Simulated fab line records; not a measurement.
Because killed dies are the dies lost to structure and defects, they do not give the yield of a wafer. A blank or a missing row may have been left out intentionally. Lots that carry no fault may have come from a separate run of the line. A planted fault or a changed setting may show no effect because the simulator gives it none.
Chamber matching ; flow nandHarc ; NHARC_A_STAIRCASE_DEP_325 on pecvd-02: 3 sister chambers
The step deposits SiO2, target thk 3800 nm. 6 wafers are shown with their chamber, then 7 later ones without.

WAFERS PAIRED WITH THEIR CHAMBERS
wafer;chamber;heaterPowerW (W);rfFwdPowerW (W)
L083.5;0;606;499.8
L086.2;2;547;500.4
L086.3;1;706;501.1
L086.4;2;535;501.1
L089.1;1;778;496.4
L089.4;0;600;500.2

WAFERS WITH NO CHAMBER GIVEN
wafer;heaterPowerW (W);rfFwdPowerW (W)
L089.6;540;500.5
L091.4;599;499.4
L091.5;525;499.8
L091.6;719;498.5
L096.4;736;497.9
L096.5;519;500.7
L096.6;595;501.7

THE CHAMBER EACH PASSED THROUGH
wafer;from the rows above;in truth
L089.6;can't be placed: 2 or 0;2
L091.4;can't be placed: 0 or 2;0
L091.5;can't be placed: 2 or 0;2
L091.6;1;1
L096.4;1;1
L096.5;2;2
L096.6;can't be placed: 0 or 2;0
Correctly placed: 3 of 7. Unplaceable from these rows: 4, with the true chamber sitting among the candidates in 4. Wrongly placed: 0.
How it was worked out, from the rows above alone: a wafer's distance from a chamber is the root of the sum, over the readings, of the square of ((its reading less the chamber's mean) divided by the reading's scatter). If the next closest chamber is less than 2 further off than the closest, the wafer can't be placed; otherwise it belongs to the closest. The mean given for a chamber averages the wafers shown for that chamber. The scatter: take each reading less its chamber's mean, square it, sum over the shown wafers, divide by the number of wafers less the number of chambers, and take the root.
